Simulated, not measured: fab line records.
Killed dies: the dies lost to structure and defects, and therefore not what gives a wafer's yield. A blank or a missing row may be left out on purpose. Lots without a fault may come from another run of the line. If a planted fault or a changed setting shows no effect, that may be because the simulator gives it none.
Chamber matching    flow n5_finfet    ald_sin-03 running N5_BEOL_M2_ALD_98: 4 sister chambers
The step deposits SiO2, target thk 2.5 nm, pulse time 1 s, co reactant pulse time 1 s. 4 wafers are shown with their chamber, then 11 later ones without.

WAFERS WITH THEIR CHAMBER
wafer   chamber  heater_power_w (W)
L087.2  3        73
L089.1  1        77
L089.6  2        82
L093.2  0        77

WAFERS WHOSE CHAMBER IS MISSING
wafer   heater_power_w (W)
L093.3  74
L093.5  76
L095.1  80
L095.2  77
L095.5  75
L096.2  76
L096.4  79
L096.6  81
L097.3  76
L097.5  76
L097.6  82

CHAMBER TAKEN BY EACH
wafer   from the rows above           in truth
L093.3  can't be placed: 3 or 0 or 1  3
L093.5  can't be placed: 0 or 1 or 3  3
L095.1  can't be placed: 2 or 0 or 1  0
L095.2  can't be placed: 0 or 1       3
L095.5  can't be placed: 0 or 1 or 3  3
L096.2  can't be placed: 0 or 1 or 3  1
L096.4  can't be placed: 0 or 1 or 2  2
L096.6  2                             2
L097.3  can't be placed: 0 or 1 or 3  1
L097.5  can't be placed: 0 or 1 or 3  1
L097.6  2                             2
Placed correctly: 2 of 11. Not placeable from these rows: 9 (in 8, the candidates include the true chamber). Wrongly placed: 0.
How it was worked out, from the rows above alone: a wafer's distance from a chamber is the root of the sum, over the readings, of the square of ((its reading less the chamber's mean) divided by the reading's scatter). The wafer belongs to the nearest chamber; if the next one is less than 2 further off, it can't be placed. Each chamber's mean is taken over the wafers shown for it. The scatter: root of mean squared gap, hidden wafer to nearest shown wafer, with one shown wafer a chamber.
